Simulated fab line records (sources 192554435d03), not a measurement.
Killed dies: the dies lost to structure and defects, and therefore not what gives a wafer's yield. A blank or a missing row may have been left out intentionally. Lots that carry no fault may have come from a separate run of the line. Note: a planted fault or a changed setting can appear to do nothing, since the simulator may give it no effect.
Struck lot and sound lot, side by side | flow n5Finfet | 41 steps out of a route of 1938
Sound: the wafers L348.2, L348.5, L348.6. Struck: wafer L336.2 (L336.4, L336.5, from the same lot, were not struck and are left out); the cause is given at the end.
For every step that has rows: the tool of each side, followed by ch and its chambers, followed by its first start. Under that, the readings that differ: sound wafers | struck wafers | difference of the means | sigmas: that difference in standard deviations of wafers without a fault.
alike: a reading whose means differ by less than 2 such deviations, as well as words and numbers matching on both sides. not compared: withheld readings; readings where some wafer has no value; bounds like >300 that might hide an equal value; numbers whose values overlap and for which the record gives no deviation.
A row with sigmas, a row that says differs or no value, or rows on one side alone: a step with any of these is where the two part. Non-overlapping numbers with no deviation appear without sigmas and do not part them. A reading missing from all wafers of one side parts the sides only when that side holds two or more wafers.

first, 9 steps without rows for these wafers: N5_BEOL_M4_ANNEAL_95 (time 240 s); N5_BEOL_M4_SPUTTER_96 (material Cu, target thk 4.5 nm, time 8.29 s); N5_BEOL_M4_ECD_50 (material Cu, target thk 300 nm); N5_BEOL_M4_ANNEAL_51 (time 90 s); N5_BEOL_M4_CMP_52 (polishes, stops on SiOC, t overpolish 6.8 s, target thk 40 nm); N5_BEOL_M4_PRE_CLEAN_60 (time 15 s); N5_BEOL_M4_CO_CAP_55 (material Co, precursor CCTBA/H2, target thk 2 nm, time 102.1 s); N5_BEOL_M4_PRE_CLEAN_56 (time 15 s); N5_BEOL_M4_DEP_57 (deposits SiCN from 3MS/NH3, target thk 8 nm, time 14 s).
N5_BEOL_M4_RC_MEAS_101:
  sound on prober-02 ch 0, day 13 08:17; struck on prober-01 ch 0, day 9 08:05
  alike: DIBL_N, DIBL_P, IOFF_N, IOFF_P, ION_N, ION_P, SS_N, SS_P, VT_N, VT_P
then, 24 steps without rows for these wafers: N5_BEOL_M5_ILD_DEP_00 (deposits SiCOH lowk from DEMS/porogen, target thk 140.64 nm, time 25.9 s); N5_BEOL_M5_CURE_79 (cures SiCOH lowk, time 240 s); N5_BEOL_M5_PECVD_70 (deposits SiO2 from TEOS/O2, target thk 16 nm, time 18 s); N5_BEOL_M5_HM_DEP_02 (deposits TiN, target thk 20 nm); N5_BEOL_M5_COAT_59 (time 60 s, resist thk 60 nm); N5_BEOL_M5_COAT_60 (time 60 s, resist thk 12 nm); N5_BEOL_M5_COAT_71 (time 60 s, resist thk 5 nm); N5_BEOL_M5_COAT_05 (resist thk 30 nm); N5_BEOL_M5_EBR_07; N5_BEOL_M5_SOFTBAKE_06 (time 60 s); N5_BEOL_M5_EXPOSE_08 (exposes mask M5, target cd 28 nm); N5_BEOL_M5_PEB_09 (peb time 60 s); N5_BEOL_M5_DEVELOP_10 (develop time 30 s); N5_BEOL_M5_DESCUM_16 (chemistry O2, time 7 s); N5_BEOL_M5_ETCH_72 (etches underlayer in N2/H2, target depth 6.5 nm, time 5.2 s); N5_BEOL_M5_ETCH_61 (etches SiARC in CF4, target depth 15.6 nm, time 26 s); N5_BEOL_M5_ETCH_62 (etches SOC in N2/H2, target depth 75 nm, overetch 15 nm, time 112.5 s); N5_BEOL_M5_STRIP_63 (strips in N2/H2); N5_BEOL_M5_STRIP_73 (strips in N2/H2); N5_BEOL_M5_STRIP_64 (strips in CF4); N5_BEOL_M5_HM_OPEN_17 (chemistry Cl2/BCl3, target TiN, target depth 20 nm, overetch 6 nm); N5_BEOL_M5_STRIP_19 (strips in O2); N5_BEOL_M5_COAT_65 (time 60 s, resist thk 60 nm); N5_BEOL_M5_COAT_66 (time 60 s, resist thk 12 nm).
N5_BEOL_M7_TRENCH_ETCH_37: etches SiCOH lowk in C4F6/O2, target depth 93.478 nm, time 31.2 s.
  sound on rieDiel-03 ch 2,3, day 14 12:14; struck on rieDiel-03 ch 1, day 10 08:55
reading                                   | sound            | struck | difference | sigmas
oesProductAu (a.u.)                       | 0.96 0.95 0.71   | 0.55   | -0.32      | -3
model.etch.depthNm (nm)                   | 96.24 95.69 95.3 | 56.16  | -39.58     | 
model.BEOL_M7.featureDepthNm (nm)         | 96.2 95.6 95.4   | 56.2   | -39.5      | 
model.TiN_of_BEOL_M7_HM_DEP_02.thkNm (nm) | 17.2 17.4 17     | 18.8   | +1.6       | 
  alike: C4F6_flow_sccm, chamberPressureMTorr, drypumpMotorCurrentA, rfFwdPowerW, rfVppV, showerheadPlenumPTorr, throttleValvePct
  not compared: rfHoursCounterH
N5_BEOL_M7_OCD_MEAS_38:
  sound: ocd-02 at day 14 12:23; struck: ocd-01 at day 10 09:05
reading            | sound          | struck | difference | sigmas
trenchDepthNm (nm) | 96.2 95.8 95.3 | 56.3   | -39.5      | -23
N5_BEOL_M7_CMP_52: polishes, stops on SiCOH lowk, t overpolish 6.9 s, target thk 80 nm.
  sound on cmp-04 ch 1,2,3, day 14 17:26; struck on cmp-04 ch 2, day 10 12:33
reading                               | sound        | struck | difference | sigmas
model.Cu_of_BEOL_M7_ECD_50.thkNm (nm) | 83.8 82 83.2 | 46     | -37        | 
  alike: clearingPlatenRpm, motorCurrentA
N5_BEOL_M7_THK_MEAS_53: measures by xrf.
  sound: filmMetro-01 at day 14 17:37; struck: filmMetro-02 at day 10 12:50
reading     | sound          | struck | difference | sigmas
M7_THK (nm) | 84.6 82.9 84.2 | 46.8   | -37.1      | -19
N5_BEOL_M7_RS_MEAS_57: the measuring method here is four-point-probe.
  sound: filmMetro-01 at day 14 17:45; struck: filmMetro-02 at day 10 13:14
reading        | sound             | struck | difference | sigmas
M7_RS (ohm/sq) | 0.270 0.278 0.274 | 0.563  | +0.289     | +37
-- record jumps: 2 days separate the struck wafers' starts on either side; left off in module BEOL_M7, taken up again in module BEOL_M15, whose first shown step is the route's number 1830 --
N5_BEOL_M15_RC_MEAS_101:
  sound on prober-01 ch 0, day 17 10:56; struck on prober-01 ch 0, day 12 22:22
reading                   | sound                   | struck  | difference | sigmas
COMB_M15 (S/m)            | 1.7e-12 2.1e-12 1.7e-12 | 3.5e-12 | +1.7e-12   | +3
SERP_M7 (ohm/um)          | 13.5 13.2 13.1          | 25.3    | +12.0      | +18
SERP_M7_max_site (ohm/um) | 13.9 13.7 13.7          | 26.4    | +12.6      | +18
  alike: etestTempC, COMB_M10, COMB_M11, COMB_M12, COMB_M13, COMB_M14, COMB_M5, COMB_M6, COMB_M8, COMB_M9, SERP_M10, SERP_M11, SERP_M12, SERP_M13, SERP_M13_max_site, SERP_M14, SERP_M5, SERP_M6, SERP_M8, SERP_M9
N5_PASSIVATION_PROBE_49:
  sound: prober-02 at day 18 02:05; struck: prober-01 at day 13 13:46
reading              | sound    | struck | difference | sigmas
killed_at_M4_up      | 18 10 11 | 45     | +32        | +6
killedAtContacts     | 11 19 12 | 2      | -12        | -2
killedAtOther        | 2 4 2    | 9      | +6         | +2
sort_bin_8_speed (%) | 0 0 0.34 | 2.88   | +2.77      | +25
  alike: defectLimitedYield, killed_at_M0_to_M3, killedAtFrontEnd, killedDies, killedOpen, killedShort, sort_bin_5_function, sort_bin_6_memory, sortNPass

WHERE THEY PART
First at N5_BEOL_M7_TRENCH_ETCH_37; last, within this record, at N5_PASSIVATION_PROBE_49.

WHY: what the simulator had put in
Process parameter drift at N5_BEOL_M7_TRENCH_ETCH_37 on rieDiel-03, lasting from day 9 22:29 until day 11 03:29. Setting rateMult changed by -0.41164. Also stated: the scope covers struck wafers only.
